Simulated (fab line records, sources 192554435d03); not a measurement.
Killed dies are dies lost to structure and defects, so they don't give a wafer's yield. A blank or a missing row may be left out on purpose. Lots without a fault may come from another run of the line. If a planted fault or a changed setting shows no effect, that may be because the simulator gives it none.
Matching of chambers    flow n5 finfet    N5_BEOL_M11_ALD_74 on ald metal-03 has 4 sister chambers
The step deposits TaN, target thk 2 nm, pulse time 2 s, purge time 3 s. 8 wafers are shown with their chamber, then 9 later ones without.

== WAFERS PAIRED WITH THEIR CHAMBERS ==
wafer   chamber  heater power w (W)
L085.3  0        468
L086.1  0        467
L087.1  1        413
L087.4  3        405
L087.5  3        399
L089.3  1        412
L089.4  2        518
L089.6  2        514

== WAFERS WHOSE CHAMBER IS MISSING ==
wafer   heater power w (W)
L088.1  526
L088.3  463
L088.6  394
L091.2  463
L091.3  516
L091.5  408
L092.2  536
L092.4  408
L092.5  402

== EACH ONE'S CHAMBER ==
wafer   from the rows above      in truth
L088.1  2                        2
L088.3  0                        0
L088.6  3                        3
L091.2  0                        0
L091.3  2                        2
L091.5  can't be placed: 1 or 3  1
L092.2  2                        2
L092.4  can't be placed: 1 or 3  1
L092.5  3                        3
Correct placement for 7 of the 9. Cannot be placed on the basis of these rows: 2; the candidates contain the true chamber in 2. Number placed wrongly: 0.
How it was worked out, from the rows above alone: a wafer's distance from a chamber is the root of the sum, over the readings, of the square of ((its reading less the chamber's mean) divided by the reading's scatter). If the next closest chamber is less than 2 further off than the closest, the wafer can't be placed; otherwise it belongs to the closest. Each chamber's mean is taken over the wafers shown for it. The scatter: take each reading less its chamber's mean, square it, sum over the shown wafers, divide by the number of wafers less the number of chambers, and take the root.
